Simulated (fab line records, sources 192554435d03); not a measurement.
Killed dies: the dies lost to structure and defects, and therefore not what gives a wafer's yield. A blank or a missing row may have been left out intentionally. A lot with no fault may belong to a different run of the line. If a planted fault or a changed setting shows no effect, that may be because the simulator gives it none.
fab line records -- flow n5_finfet
record: lots: 24, wafers: 72, last_day: 20
route steps=1938 shown BEOL_M9@1446 BEOL_M10@1484
lots that met no fault: taken from a fault-free run of the same line
start_h: start of the lot's first displayed wafer, in hours after the record's first day -- wait_h: time in hours since the lot's previous step -- " repeats the value in the row above -- L1.1+2: a single row standing in for several wafers -- - no value, or no start given -- * or withheld: withheld -- < > ~ a bound
route shown NAME@n: a module of which the file shows steps, and the number in the route of the first -- usual: mean/standard deviation of fault-free wafers -- same: alike in all rows -- chamber/n: place in a boat -- sites: per-site readings -- _std_site: standard deviation across them -- _edge_site: inner sites' mean taken away from outer sites' mean -- radius_mm: how far each site lies from the wafer's centre -- mask NAME#n: copy n -- behind: the last tool/chamber to shape the wafer -- hold: cause of the lot's hold/its duration in hours/its outcome -- device: transistor that didn't switch, given as n, p or np -- end of line: at the end of the route, the tests of the same wafers -- a step with no rows: only its recipe -- killed: count of dies lost to structure and defects at first sort (not the wafer's yield) -- map: the dies of a wafer, with x for killed, . for not killed, _ for no die there
set.NAME: setting as actually run; set.NAME@STEP: the setting as run at that earlier step -- model.NAME: the simulator's own value behind a step, which no gauge read
route steps across a sampled set of lots; one table per step, one row per wafer
services: from which hour (start_h, from the record's first day; less than 0 if before it) a tool's chamber was out of use, for how many hours, and why
== steps ==
step: N5_BEOL_M9_TRENCH_ETCH_37
recipe: chemistry: C4F6/O2, target_depth_a: 1514.3, target: SiCOH_lowk, time_s: 49, ion_energy_ev: 250, pressure_mtorr: 30, source_w: 345, bias_w: 185, Ar_flow_sccm: 300, C4F6_flow_sccm: 10, O2_flow_sccm: 10
usual: drypump_motor_current_A: 5.6/0.46, oes_product_au: 0.82/0.11, rf_vpp_V: 674/8.6, showerhead_plenum_p_Torr: 2.87/0.089, throttle_valve_pct: 20.74/0.24
lot.wafer,tool,chamber,start_h,wait_h,drypump_motor_current_A,oes_product_au,rf_hours_counter_h,rf_vpp_V,showerhead_plenum_p_Torr,throttle_valve_pct
L075.2,rie_diel-02,2,-,-,5.6,0.71,204,672,2.91,20.63
L075.4,rie_diel-02,3,-,-,6.0,0.72,-,665,2.73,21.04
L075.5,rie_diel-02,2,-,-,5.6,0.72,-,671,2.91,20.62
L074.2,rie_diel-05,0,-,-,5.6,0.96,11,658,2.79,20.76
L074.4,rie_diel-05,3,-,-,5.0,0.68,-,685,2.92,20.94
L074.6,rie_diel-05,0,-,-,5.6,0.95,-,658,2.79,20.76
L076.3,rie_diel-05,3,-,-,4.9,0.68,242,682,2.92,20.93
L076.4,rie_diel-05,2,-,-,5.6,1.01,1,675,3.04,20.72
L076.5,rie_diel-05,1,-,-,5.4,0.85,-,682,3.02,20.79
L078.1,rie_diel-03,1,-,-,6.4,0.92,16,663,2.80,20.46
L078.4,rie_diel-03,2,-,-,5.7,0.99,1,676,2.90,20.43
L078.5,rie_diel-03,0,-,-,5.1,0.70,-,683,2.91,20.88
L077.1,rie_diel-03,0,-,-,5.1,0.71,222,685,2.91,20.89
L077.5,rie_diel-03,2,-,-,5.6,0.96,-,676,2.89,20.42
L077.6,rie_diel-03,3,-,-,5.2,0.81,-,685,2.90,20.88
L079.1,rie_diel-05,2,-,-,5.6,0.96,15,678,3.03,20.73
L079.2,rie_diel-05,1,-,-,5.4,0.84,86,681,3.01,20.80
L079.3,rie_diel-05,0,-,-,5.6,0.91,27,659,2.78,20.79
L080.1,rie_diel-02,0,-,-,5.0,0.97,5,673,2.91,20.25
L080.2,rie_diel-02,3,-,-,6.0,0.70,226,665,2.72,21.07
L080.4,rie_diel-02,2,-,-,5.6,0.69,223,671,2.90,20.65
L081.2,rie_diel-05,0,-,-,5.5,0.90,28,658,2.78,20.77
L081.3,rie_diel-05,1,-,-,5.4,0.83,88,683,3.01,20.81
L081.4,rie_diel-05,0,-,-,5.6,0.91,-,659,2.78,20.79
L082.3,rie_diel-05,1,-,-,5.4,0.83,89,681,3.01,20.83
L082.5,rie_diel-05,0,-,-,5.6,0.90,-,659,2.78,20.80
L082.6,rie_diel-05,3,-,-,4.9,0.99,-,683,2.92,20.64
L083.1,rie_diel-03,1,-,-,6.3,0.88,34,664,2.79,20.50
L083.3,rie_diel-03,2,-,-,5.6,0.90,19,676,2.89,20.46
L083.5,rie_diel-03,0,-,-,5.1,0.70,-,682,2.90,20.92
L085.3,rie_diel-05,3,-,-,4.9,0.94,10,686,2.91,20.65
L085.4,rie_diel-05,2,-,-,5.6,0.93,27,676,3.02,20.74
L085.6,rie_diel-05,2,-,-,5.6,0.92,-,676,3.02,20.75
L084.3,rie_diel-02,1,-,-,6.4,0.73,173,672,2.74,21.16
L084.5,rie_diel-02,1,-,-,6.5,0.73,-,670,2.74,21.14
L084.6,rie_diel-02,2,-,-,5.6,0.68,-,671,2.89,20.66
L088.1,rie_diel-02,2,-,-,5.6,0.70,238,669,2.89,20.67
L088.3,rie_diel-02,0,-,-,5.0,0.93,21,674,2.90,20.29
L088.6,rie_diel-02,3,-,-,6.0,0.69,-,664,2.71,21.09
L086.2,rie_diel-03,3,-,-,5.2,0.78,104,685,2.89,20.92
L086.3,rie_diel-03,1,-,-,6.4,0.87,44,663,2.79,20.51
L086.5,rie_diel-03,3,-,-,5.1,0.78,-,684,2.89,20.92
L087.1,rie_diel-02,2,-,-,5.6,0.68,239,673,2.89,20.66
L087.2,rie_diel-02,1,-,-,6.5,0.72,176,670,2.74,21.15
L087.5,rie_diel-02,3,-,-,6.0,0.68,-,665,2.71,21.09
L089.2,rie_diel-02,3,-,-,6.0,0.68,243,663,2.71,21.09
L089.3,rie_diel-02,2,-,-,5.6,0.68,239,673,2.89,20.65
L089.5,rie_diel-02,3,-,-,6.0,0.69,-,664,2.71,21.09
L092.3,rie_diel-03,0,-,-,5.1,0.70,249,683,2.90,20.93
L092.4,rie_diel-03,1,-,-,6.4,0.86,48,665,2.78,20.52
L092.5,rie_diel-03,2,-,-,5.7,0.89,-,677,2.89,20.47
L090.4,rie_diel-03,2,-,-,5.6,0.90,26,677,2.88,20.47
L090.5,rie_diel-03,3,-,-,5.1,0.78,-,685,2.89,20.91
L090.6,rie_diel-03,2,-,-,5.6,0.91,-,675,2.88,20.46
L091.2,rie_diel-03,3,-,-,5.1,0.77,112,685,2.89,20.93
L091.4,rie_diel-03,2,-,-,5.6,0.89,-,676,2.88,20.47
L091.6,rie_diel-03,1,-,-,6.4,0.85,-,665,2.78,20.54
L094.1,rie_diel-03,1,-,-,6.3,0.85,53,665,2.78,20.52
L094.2,rie_diel-03,2,-,-,5.6,0.89,31,675,2.88,20.46
L094.6,rie_diel-03,2,-,-,5.7,0.87,-,675,2.88,20.47
L093.1,rie_diel-02,2,-,-,5.6,0.68,249,672,2.89,20.67
L093.2,rie_diel-02,1,-,-,6.4,0.72,186,671,2.73,21.16
L093.6,rie_diel-02,2,-,-,5.6,0.68,-,673,2.89,20.67
L095.2,rie_diel-03,2,-,-,5.7,0.89,33,675,2.88,20.48
L095.3,rie_diel-03,0,-,-,5.1,1.01,1,682,2.90,20.49
L095.6,rie_diel-03,0,-,-,5.1,1.01,-,681,2.90,20.50
L096.1,rie_diel-03,3,-,-,5.2,0.76,116,684,2.88,20.92
L096.2,rie_diel-03,1,-,-,6.4,0.85,56,664,2.78,20.53
L096.4,rie_diel-03,2,-,-,5.6,0.88,34,675,2.88,20.49
L097.1,rie_diel-03,0,-,-,5.1,0.97,10,682,2.89,20.52
L097.2,rie_diel-03,3,-,-,5.1,0.75,125,687,2.88,20.95
L097.4,rie_diel-03,1,-,-,6.4,0.84,64,664,2.78,20.53
step: N5_BEOL_M9_CD_MEAS_35
recipe: target_cd_nm: 70, target_cd_y_nm: 40, polarity: opening
usual: cd_nm: 70.4/0.61
lot.wafer,tool,chamber,start_h,wait_h,cd_nm
L075.2,cd_sem-02,-,236.60,0.0,69.8
L075.4,cd_sem-02,-,236.60,0.0,69.9
L075.5,cd_sem-02,-,236.60,0.0,70.0
L074.2,cd_sem-03,-,236.75,0.0,71.0
L074.4,cd_sem-03,-,236.75,0.0,70.8
L074.6,cd_sem-03,-,236.75,0.0,70.7
L076.3,cd_sem-03,-,243.84,0.0,70.7
L076.4,cd_sem-03,-,243.84,0.0,69.4
L076.5,cd_sem-03,-,243.84,0.0,70.4
L078.1,cd_sem-01,-,260.50,0.0,70.3
L078.4,cd_sem-01,-,260.50,0.0,70.6
L078.5,cd_sem-01,-,260.50,0.0,70.5
L077.1,cd_sem-01,-,268.69,0.0,69.9
L077.5,cd_sem-01,-,268.69,0.0,69.8
L077.6,cd_sem-01,-,268.69,0.0,69.6
L079.1,cd_sem-03,-,282.41,0.0,69.5
L079.2,cd_sem-03,-,282.41,0.0,70.1
L079.3,cd_sem-03,-,282.41,0.0,70.5
L080.1,cd_sem-02,-,287.21,0.0,71.5
L080.2,cd_sem-02,-,287.21,0.0,71.1
L080.4,cd_sem-02,-,287.21,0.0,70.5
L081.2,cd_sem-01,-,287.48,0.0,70.8
L081.3,cd_sem-01,-,287.48,0.0,69.2
L081.4,cd_sem-01,-,287.48,0.0,71.2
L082.3,cd_sem-01,-,294.08,0.0,70.1
L082.5,cd_sem-01,-,294.08,0.0,71.7
L082.6,cd_sem-01,-,294.08,0.0,71.2
L083.1,cd_sem-01,-,318.15,0.0,70.1
L083.3,cd_sem-01,-,318.15,0.0,71.1
L083.5,cd_sem-01,-,318.15,0.0,70.3
L085.3,cd_sem-02,-,338.40,0.0,69.8
L085.4,cd_sem-02,-,338.40,0.0,69.4
L085.6,cd_sem-02,-,338.40,0.0,70.0
L084.3,cd_sem-02,-,338.57,0.0,69.9
L084.5,cd_sem-02,-,338.57,0.0,69.9
L084.6,cd_sem-02,-,338.57,0.0,69.7
L088.1,cd_sem-01,-,345.05,0.0,70.0
L088.3,cd_sem-01,-,345.05,0.0,69.4
L088.6,cd_sem-01,-,345.05,0.0,69.9
L086.2,cd_sem-01,-,347.32,0.0,69.9
L086.3,cd_sem-01,-,347.32,0.0,70.4
L086.5,cd_sem-01,-,347.32,0.0,70.8
L087.1,cd_sem-01,-,347.40,0.0,70.2
L087.2,cd_sem-01,-,347.40,0.0,70.4
L087.5,cd_sem-01,-,347.40,0.0,70.8
L089.2,cd_sem-02,-,350.18,0.0,70.1
L089.3,cd_sem-02,-,350.18,0.0,69.7
L089.5,cd_sem-02,-,350.18,0.0,70.2
L092.3,cd_sem-01,-,357.44,0.0,71.6
L092.4,cd_sem-01,-,357.44,0.0,71.3
L092.5,cd_sem-01,-,357.44,0.0,70.5
L090.4,cd_sem-01,-,357.87,0.0,70.8
L090.5,cd_sem-01,-,357.87,0.0,71.8
L090.6,cd_sem-01,-,357.87,0.0,70.2
L091.2,cd_sem-01,-,367.62,0.0,69.7
L091.4,cd_sem-01,-,367.62,0.0,70.2
L091.6,cd_sem-01,-,367.62,0.0,69.1
L094.1,cd_sem-03,-,370.93,0.0,70.6
L094.2,cd_sem-03,-,370.93,0.0,71.0
L094.6,cd_sem-03,-,370.93,0.0,71.5
L093.1,cd_sem-01,-,374.42,0.0,71.2
L093.2,cd_sem-01,-,374.42,0.0,71.2
L093.6,cd_sem-01,-,374.42,0.0,71.1
L095.2,cd_sem-02,-,378.49,0.0,70.3
L095.3,cd_sem-02,-,378.49,0.0,70.3
L095.6,cd_sem-02,-,378.49,0.0,70.0
L096.1,cd_sem-03,-,378.99,0.0,70.3
L096.2,cd_sem-03,-,378.99,0.0,70.1
L096.4,cd_sem-03,-,378.99,0.0,70.2
L097.1,cd_sem-02,-,409.18,0.0,70.1
L097.2,cd_sem-02,-,409.18,0.0,70.4
L097.4,cd_sem-02,-,409.18,0.0,69.9
step: N5_BEOL_M9_THK_MEAS_53
recipe: thk_meas_gauge: xrf, reads: Cu_of_BEOL_M9_ECD_50
usual: M9_THK: 138/3.6
lot.wafer,tool,chamber,start_h,wait_h,M9_THK[nm]
L075.2,film_metro-01,-,239.53,-,131
L075.4,film_metro-01,-,239.53,-,131
L075.5,film_metro-01,-,239.53,-,130
L074.2,film_metro-02,-,240.14,-,141
L074.4,film_metro-02,-,240.14,-,136
L074.6,film_metro-02,-,240.14,-,140
L076.3,film_metro-01,-,245.80,-,137
L076.4,film_metro-01,-,245.80,-,141
L076.5,film_metro-01,-,245.80,-,139
L078.1,film_metro-02,-,262.80,-,141
L078.4,film_metro-02,-,262.80,-,139
L078.5,film_metro-02,-,262.80,-,139
L077.1,film_metro-02,-,270.82,-,141
L077.5,film_metro-02,-,270.82,-,139
L077.6,film_metro-02,-,270.82,-,142
L079.1,film_metro-01,-,284.21,-,141
L079.2,film_metro-01,-,284.21,-,142
L079.3,film_metro-01,-,284.21,-,138
L080.1,film_metro-02,-,289.33,-,142
L080.2,film_metro-02,-,289.33,-,133
L080.4,film_metro-02,-,289.33,-,131
L081.2,film_metro-02,-,289.59,-,140
L081.3,film_metro-02,-,289.59,-,142
L081.4,film_metro-02,-,289.59,-,140
L082.3,film_metro-01,-,296.12,-,140
L082.5,film_metro-01,-,296.12,-,138
L082.6,film_metro-01,-,296.12,-,136
L083.1,film_metro-02,-,320.66,-,142
L083.3,film_metro-02,-,320.66,-,137
L083.5,film_metro-02,-,320.66,-,139
L085.3,film_metro-01,-,340.83,-,136
L085.4,film_metro-01,-,340.83,-,141
L085.6,film_metro-01,-,340.83,-,142
L084.3,film_metro-02,-,341.07,-,135
L084.5,film_metro-02,-,341.07,-,137
L084.6,film_metro-02,-,341.07,-,134
L088.1,film_metro-02,-,346.96,-,135
L088.3,film_metro-02,-,346.96,-,146
L088.6,film_metro-02,-,346.96,-,135
L086.2,film_metro-01,-,350.70,-,138
L086.3,film_metro-01,-,350.70,-,141
L086.5,film_metro-01,-,350.70,-,140
L087.1,film_metro-02,-,351.41,-,130
L087.2,film_metro-02,-,351.41,-,134
L087.5,film_metro-02,-,351.41,-,130
L089.2,film_metro-01,-,353.15,-,131
L089.3,film_metro-01,-,353.15,-,132
L089.5,film_metro-01,-,353.15,-,132
L092.3,film_metro-01,-,359.62,-,139
L092.4,film_metro-01,-,359.62,-,138
L092.5,film_metro-01,-,359.62,-,135
L090.4,film_metro-02,-,360.53,-,138
L090.5,film_metro-02,-,360.53,-,138
L090.6,film_metro-02,-,360.53,-,142
L091.2,film_metro-02,-,370.63,-,143
L091.4,film_metro-02,-,370.63,-,139
L091.6,film_metro-02,-,370.63,-,143
L094.1,film_metro-02,-,373.69,-,141
L094.2,film_metro-02,-,373.69,-,136
L094.6,film_metro-02,-,373.69,-,137
L093.1,film_metro-02,-,376.96,-,131
L093.2,film_metro-02,-,376.96,-,133
L093.6,film_metro-02,-,376.96,-,130
L095.2,film_metro-01,-,382.81,-,138
L095.3,film_metro-01,-,382.81,-,141
L095.6,film_metro-01,-,382.81,-,141
L096.1,film_metro-01,-,383.08,-,135
L096.2,film_metro-01,-,383.08,-,136
L096.4,film_metro-01,-,383.08,-,136
L097.1,film_metro-02,-,411.57,-,144
L097.2,film_metro-02,-,411.57,-,139
L097.4,film_metro-02,-,411.57,-,140
step: N5_BEOL_M10_OVL_MEAS_12
recipe: points_per_wafer: 44
usual: M10_OVL: -0.1/0.89
lot.wafer,tool,chamber,start_h,wait_h,M10_OVL[nm]
L075.2,overlay-02,0,241.55,0.0,-0.8
L075.4,overlay-02,0,241.55,0.0,-1.3
L075.5,overlay-02,0,241.55,0.0,-0.5
L074.2,overlay-02,0,241.72,0.0,-0.7
L074.4,overlay-02,0,241.72,0.0,-1.3
L074.6,overlay-02,0,241.72,0.0,-1.4
L076.3,overlay-02,0,247.08,0.0,0.5
L076.4,overlay-02,0,247.08,0.0,0.0
L076.5,overlay-02,0,247.08,0.0,-0.3
L078.1,overlay-01,0,264.54,0.0,-1.1
L078.4,overlay-01,0,264.54,0.0,0.2
L078.5,overlay-01,0,264.54,0.0,0.4
L077.1,overlay-01,0,273.25,0.0,0.9
L077.5,overlay-01,0,273.25,0.0,0.8
L077.6,overlay-01,0,273.25,0.0,-0.9
L079.1,overlay-02,0,287.92,0.0,1.1
L079.2,overlay-02,0,287.92,0.0,-0.5
L079.3,overlay-02,0,287.92,0.0,0.0
L080.1,overlay-02,0,291.78,0.0,0.9
L080.2,overlay-02,0,291.78,0.0,0.8
L080.4,overlay-02,0,291.78,0.0,0.2
L081.2,overlay-01,0,291.98,0.0,1.0
L081.3,overlay-01,0,291.98,0.0,0.8
L081.4,overlay-01,0,291.98,0.0,-0.6
L082.3,overlay-01,0,300.06,0.0,0.5
L082.5,overlay-01,0,300.06,0.0,0.1
L082.6,overlay-01,0,300.06,0.0,0.1
L083.1,overlay-01,0,322.56,0.0,-0.3
L083.3,overlay-01,0,322.56,0.0,-0.8
L083.5,overlay-01,0,322.56,0.0,0.0
L085.3,overlay-02,0,343.13,0.0,1.4
L085.4,overlay-02,0,343.13,0.0,-0.5
L085.6,overlay-02,0,343.13,0.0,-0.4
L084.3,overlay-02,0,343.29,0.0,-1.1
L084.5,overlay-02,0,343.29,0.0,0.3
L084.6,overlay-02,0,343.29,0.0,-0.2
L088.1,overlay-02,0,348.43,0.0,0.3
L088.3,overlay-02,0,348.43,0.0,-0.2
L088.6,overlay-02,0,348.43,0.0,-2.0
L086.2,overlay-01,0,353.74,0.0,-1.9
L086.3,overlay-01,0,353.74,0.0,-1.6
L086.5,overlay-01,0,353.74,0.0,-1.7
L087.1,overlay-01,0,353.78,0.0,-0.7
L087.2,overlay-01,0,353.78,0.0,-0.2
L087.5,overlay-01,0,353.78,0.0,-0.4
L089.2,overlay-02,0,357.87,0.0,0.3
L089.3,overlay-02,0,357.87,0.0,0.7
L089.5,overlay-02,0,357.87,0.0,1.4
L092.3,overlay-02,0,361.90,0.0,0.4
L092.4,overlay-02,0,361.90,0.0,0.0
L092.5,overlay-02,0,361.90,0.0,1.1
L090.4,overlay-02,0,363.03,0.0,0.3
L090.5,overlay-02,0,363.03,0.0,1.7
L090.6,overlay-02,0,363.03,0.0,0.0
L091.2,overlay-02,0,372.59,0.0,1.0
L091.4,overlay-02,0,372.59,0.0,0.6
L091.6,overlay-02,0,372.59,0.0,0.2
L094.1,overlay-01,0,375.41,0.0,-0.6
L094.2,overlay-01,0,375.41,0.0,-1.1
L094.6,overlay-01,0,375.41,0.0,-0.4
L093.1,overlay-01,0,379.20,0.0,0.2
L093.2,overlay-01,0,379.20,0.0,-0.1
L093.6,overlay-01,0,379.20,0.0,0.0
L095.2,overlay-02,0,385.02,0.0,-0.6
L095.3,overlay-02,0,385.02,0.0,-0.9
L095.6,overlay-02,0,385.02,0.0,-0.6
L096.1,overlay-01,0,385.67,0.0,-0.3
L096.2,overlay-01,0,385.67,0.0,-0.2
L096.4,overlay-01,0,385.67,0.0,-0.9
L097.1,overlay-01,0,413.80,0.0,0.1
L097.2,overlay-01,0,413.80,0.0,0.0
L097.4,overlay-01,0,413.80,0.0,-0.8
step: N5_BEOL_M10_CD_MEAS_28
recipe: target_cd_nm: 70, landing_energy_ev: 500, detector: se_inlens, polarity: opening
usual: cd_nm: 70.1/0.99
lot.wafer,tool,chamber,start_h,wait_h,cd_nm
L075.2,cd_sem-01,0,242.72,-,72.3
L075.4,cd_sem-01,0,242.72,-,70.4
L075.5,cd_sem-01,0,242.72,-,71.2
L074.2,cd_sem-03,0,242.91,-,68.8
L074.4,cd_sem-03,0,242.91,-,69.8
L074.6,cd_sem-03,0,242.91,-,68.7
L076.3,cd_sem-02,0,248.07,-,69.1
L076.4,cd_sem-02,0,248.07,-,68.6
L076.5,cd_sem-02,0,248.07,-,68.8
L078.1,cd_sem-01,0,268.18,-,68.2
L078.4,cd_sem-01,0,268.18,-,68.9
L078.5,cd_sem-01,0,268.18,-,70.3
L077.1,cd_sem-03,0,275.40,-,69.2
L077.5,cd_sem-03,0,275.40,-,70.3
L077.6,cd_sem-03,0,275.40,-,69.3
L079.1,cd_sem-01,0,290.52,-,71.6
L079.2,cd_sem-01,0,290.52,-,70.7
L079.3,cd_sem-01,0,290.52,-,69.9
L081.2,cd_sem-01,0,293.39,-,69.5
L081.3,cd_sem-01,0,293.39,-,70.0
L081.4,cd_sem-01,0,293.39,-,70.3
L080.1,cd_sem-03,0,293.56,-,71.1
L080.2,cd_sem-03,0,293.56,-,70.5
L080.4,cd_sem-03,0,293.56,-,69.6
L082.3,cd_sem-02,0,302.78,-,69.9
L082.5,cd_sem-02,0,302.78,-,69.8
L082.6,cd_sem-02,0,302.78,-,68.1
L083.1,cd_sem-01,0,325.47,-,71.3
L083.3,cd_sem-01,0,325.47,-,71.6
L083.5,cd_sem-01,0,325.47,-,71.0
L085.3,cd_sem-03,0,344.34,-,69.4
L085.4,cd_sem-03,0,344.34,-,68.9
L085.6,cd_sem-03,0,344.34,-,69.1
L084.3,cd_sem-03,0,344.64,-,72.2
L084.5,cd_sem-03,0,344.64,-,71.1
L084.6,cd_sem-03,0,344.64,-,71.3
L088.1,cd_sem-03,0,349.37,-,70.5
L088.3,cd_sem-03,0,349.37,-,69.7
L088.6,cd_sem-03,0,349.37,-,70.6
L086.2,cd_sem-03,0,356.97,-,69.3
L086.3,cd_sem-03,0,356.97,-,69.8
L086.5,cd_sem-03,0,356.97,-,70.3
L087.1,cd_sem-01,0,357.01,-,71.3
L087.2,cd_sem-01,0,357.01,-,71.8
L087.5,cd_sem-01,0,357.01,-,73.1
L089.2,cd_sem-03,0,359.21,-,70.3
L089.3,cd_sem-03,0,359.21,-,70.2
L089.5,cd_sem-03,0,359.21,-,69.5
L092.3,cd_sem-03,0,363.15,-,70.8
L092.4,cd_sem-03,0,363.15,-,70.4
L092.5,cd_sem-03,0,363.15,-,68.4
L090.4,cd_sem-02,0,367.11,-,70.1
L090.5,cd_sem-02,0,367.11,-,70.0
L090.6,cd_sem-02,0,367.11,-,71.1
L091.2,cd_sem-02,0,373.67,-,70.6
L091.4,cd_sem-02,0,373.67,-,70.5
L091.6,cd_sem-02,0,373.67,-,70.3
L094.1,cd_sem-03,0,377.51,-,71.6
L094.2,cd_sem-03,0,377.51,-,71.9
L094.6,cd_sem-03,0,377.51,-,70.9
L093.1,cd_sem-01,0,381.65,-,69.9
L093.2,cd_sem-01,0,381.65,-,69.6
L093.6,cd_sem-01,0,381.65,-,71.0
L096.1,cd_sem-03,0,387.82,-,69.6
L096.2,cd_sem-03,0,387.82,-,70.3
L096.4,cd_sem-03,0,387.82,-,69.4
L095.2,cd_sem-01,0,388.00,-,69.7
L095.3,cd_sem-01,0,388.00,-,70.3
L095.6,cd_sem-01,0,388.00,-,71.1
L097.1,cd_sem-02,0,415.75,-,70.1
L097.2,cd_sem-02,0,415.75,-,71.4
L097.4,cd_sem-02,0,415.75,-,69.1
step: N5_BEOL_M10_PRE_CLEAN_45
recipe: gas: H2/He, time_s: 30, temp_c: 250
usual: heater_power_w: 336/32
lot.wafer,tool,chamber,start_h,wait_h,heater_power_w
L075.2,pvd_sputter-02,-,244.48,0.0,388
L075.4,pvd_sputter-02,-,244.48,0.0,315
L075.5,pvd_sputter-02,-,244.48,0.0,332
L074.2,pvd_sputter-02,-,244.64,0.0,332
L074.4,pvd_sputter-02,-,244.64,0.0,383
L074.6,pvd_sputter-02,-,244.64,0.0,314
L076.3,pvd_sputter-03,-,249.41,0.0,407
L076.4,pvd_sputter-03,-,249.41,0.0,323
L076.5,pvd_sputter-03,-,249.41,0.0,298
L078.1,pvd_sputter-02,-,269.44,0.0,316
L078.4,pvd_sputter-02,-,269.44,0.0,340
L078.5,pvd_sputter-02,-,269.44,0.0,398
L077.1,pvd_sputter-03,-,276.61,0.0,318
L077.5,pvd_sputter-03,-,276.61,0.0,328
L077.6,pvd_sputter-03,-,276.61,0.0,401
L079.1,pvd_sputter-01,-,291.67,0.0,326
L079.2,pvd_sputter-01,-,291.67,0.0,350
L079.3,pvd_sputter-01,-,291.67,0.0,291
L081.2,pvd_sputter-03,-,294.71,0.0,293
L081.3,pvd_sputter-03,-,294.71,0.0,320
L081.4,pvd_sputter-03,-,294.71,0.0,413
L080.1,pvd_sputter-01,-,295.42,0.0,334
L080.2,pvd_sputter-01,-,295.42,0.0,283
L080.4,pvd_sputter-01,-,295.42,0.0,348
L082.3,pvd_sputter-02,-,304.50,0.0,363
L082.5,pvd_sputter-02,-,304.50,0.0,376
L082.6,pvd_sputter-02,-,304.50,0.0,311
L083.1,pvd_sputter-01,-,326.95,0.0,328
L083.3,pvd_sputter-01,-,326.95,0.0,290
L083.5,pvd_sputter-01,-,326.95,0.0,327
L085.3,pvd_sputter-02,-,345.81,0.0,337
L085.4,pvd_sputter-02,-,345.81,0.0,381
L085.6,pvd_sputter-02,-,345.81,0.0,341
L084.3,pvd_sputter-03,-,346.04,0.0,319
L084.5,pvd_sputter-03,-,346.04,0.0,323
L084.6,pvd_sputter-03,-,346.04,0.0,317
L088.1,pvd_sputter-01,-,350.85,0.0,336
L088.3,pvd_sputter-01,-,350.85,0.0,287
L088.6,pvd_sputter-01,-,350.85,0.0,282
L086.2,pvd_sputter-01,-,358.64,0.0,337
L086.3,pvd_sputter-01,-,358.64,0.0,293
L086.5,pvd_sputter-01,-,358.64,0.0,350
L087.1,pvd_sputter-01,-,358.76,0.0,326
L087.2,pvd_sputter-01,-,358.76,0.0,333
L087.5,pvd_sputter-01,-,358.76,0.0,331
L089.2,pvd_sputter-03,-,361.21,0.0,320
L089.3,pvd_sputter-03,-,361.21,0.0,327
L089.5,pvd_sputter-03,-,361.21,0.0,327
L092.3,pvd_sputter-01,-,364.39,0.0,343
L092.4,pvd_sputter-01,-,364.39,0.0,328
L092.5,pvd_sputter-01,-,364.39,0.0,349
L090.4,pvd_sputter-01,-,368.41,0.0,278
L090.5,pvd_sputter-01,-,368.41,0.0,342
L090.6,pvd_sputter-01,-,368.41,0.0,336
L091.2,pvd_sputter-03,-,375.12,0.0,315
L091.4,pvd_sputter-03,-,375.12,0.0,289
L091.6,pvd_sputter-03,-,375.12,0.0,294
L094.1,pvd_sputter-01,-,379.05,0.0,340
L094.2,pvd_sputter-01,-,379.05,0.0,336
L094.6,pvd_sputter-01,-,379.05,0.0,335
L093.1,pvd_sputter-02,-,382.94,0.0,320
L093.2,pvd_sputter-02,-,382.94,0.0,359
L093.6,pvd_sputter-02,-,382.94,0.0,315
L096.1,pvd_sputter-01,-,389.23,0.0,330
L096.2,pvd_sputter-01,-,389.23,0.0,336
L096.4,pvd_sputter-01,-,389.23,0.0,360
L095.2,pvd_sputter-03,-,389.68,0.0,301
L095.3,pvd_sputter-03,-,389.68,0.0,322
L095.6,pvd_sputter-03,-,389.68,0.0,398
L097.1,pvd_sputter-03,-,417.22,0.0,289
L097.2,pvd_sputter-03,-,417.22,0.0,405
L097.4,pvd_sputter-03,-,417.22,0.0,331
== services ==
tool,chamber,start_h,hours,kind
rie_diel-03,2,225.93,-,clean
rie_diel-03,2,225.93,-,consumable_replace:focus_ring
rie_diel-03,2,225.93,25.0,scheduled_down
rie_diel-03,2,225.93,25.0,vent_cycle
rie_diel-02,1,229.90,7.5,repair
rie_diel-02,0,237.40,-,clean
rie_diel-02,0,237.40,-,consumable_replace:focus_ring
rie_diel-05,1,270.40,3.0,repair
rie_diel-02,0,274.42,7.1,repair
rie_diel-05,1,330.57,3.3,repair
rie_diel-03,2,333.39,19.1,repair
rie_diel-05,-,333.75,0.4,repair
pvd_sputter-01,-,344.74,1.6,repair
rie_diel-02,0,350.54,31.6,repair
pvd_sputter-02,-,351.20,11.7,repair
rie_diel-03,0,358.36,-,clean
rie_diel-03,0,358.36,-,consumable_replace:focus_ring
rie_diel-03,0,358.36,16.2,scheduled_down
rie_diel-03,0,358.36,16.2,vent_cycle
pvd_sputter-03,-,378.22,3.7,repair
rie_diel-05,-,385.81,4.3,pm
rie_diel-03,-,388.37,4.3,pm
rie_diel-05,3,390.15,6.0,repair
rie_diel-05,0,416.65,2.6,repair
== key ==
fault none
